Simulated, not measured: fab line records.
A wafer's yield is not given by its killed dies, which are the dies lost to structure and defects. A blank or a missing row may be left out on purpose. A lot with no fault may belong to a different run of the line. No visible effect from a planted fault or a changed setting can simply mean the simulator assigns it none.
Chamber matching	flow n5Finfet	rieDiel-06 running N5_SDB_ETCH_18: 4 sister chambers
The step etches SOC in N2/H2, target depth 100 nm, overetch 20 nm, time 150 s. 8 wafers are shown with their chamber, then 11 later ones without.

== WAFERS PAIRED WITH THEIR CHAMBERS ==
wafer	chamber	showerheadPlenumPTorr (Torr)	drypumpMotorCurrentA (A)
L082.2	3	2.43	5.3
L084.6	2	2.41	6.3
L087.3	0	2.66	5.8
L087.4	1	2.53	5.4
L087.5	0	2.66	5.8
L090.3	2	2.40	6.3
L090.4	1	2.53	5.4
L090.5	3	2.43	5.2

== WAFERS WITH NO CHAMBER GIVEN ==
wafer	showerheadPlenumPTorr (Torr)	drypumpMotorCurrentA (A)
L092.1	2.43	5.2
L092.2	2.53	5.5
L092.5	2.53	5.4
L093.1	2.65	5.8
L093.2	2.53	5.4
L093.5	2.65	5.8
L094.1	2.53	5.5
L094.2	2.43	5.2
L094.4	2.65	5.8
L097.1	2.52	5.5
L097.4	2.42	5.2

== WHICH CHAMBER EACH ONE RAN IN ==
wafer	from the rows above	in truth
L092.1	3	3
L092.2	1	1
L092.5	1	1
L093.1	0	0
L093.2	1	1
L093.5	0	0
L094.1	1	1
L094.2	3	3
L094.4	0	0
L097.1	1	1
L097.4	3	3
11 of 11 placed correctly. Left unplaced by these rows: 0. Number placed wrongly: 0.
How it was worked out, from the rows above alone: a wafer's distance from a chamber is the root of the sum, over the readings, of the square of ((its reading less the chamber's mean) divided by the reading's scatter). The wafer belongs to the nearest chamber; if the next one is less than 2 further off, it can't be placed. A chamber's mean is the mean of its shown wafers. The scatter: take each reading less its chamber's mean, square it, sum over the shown wafers, divide by the number of wafers less the number of chambers, and take the root.
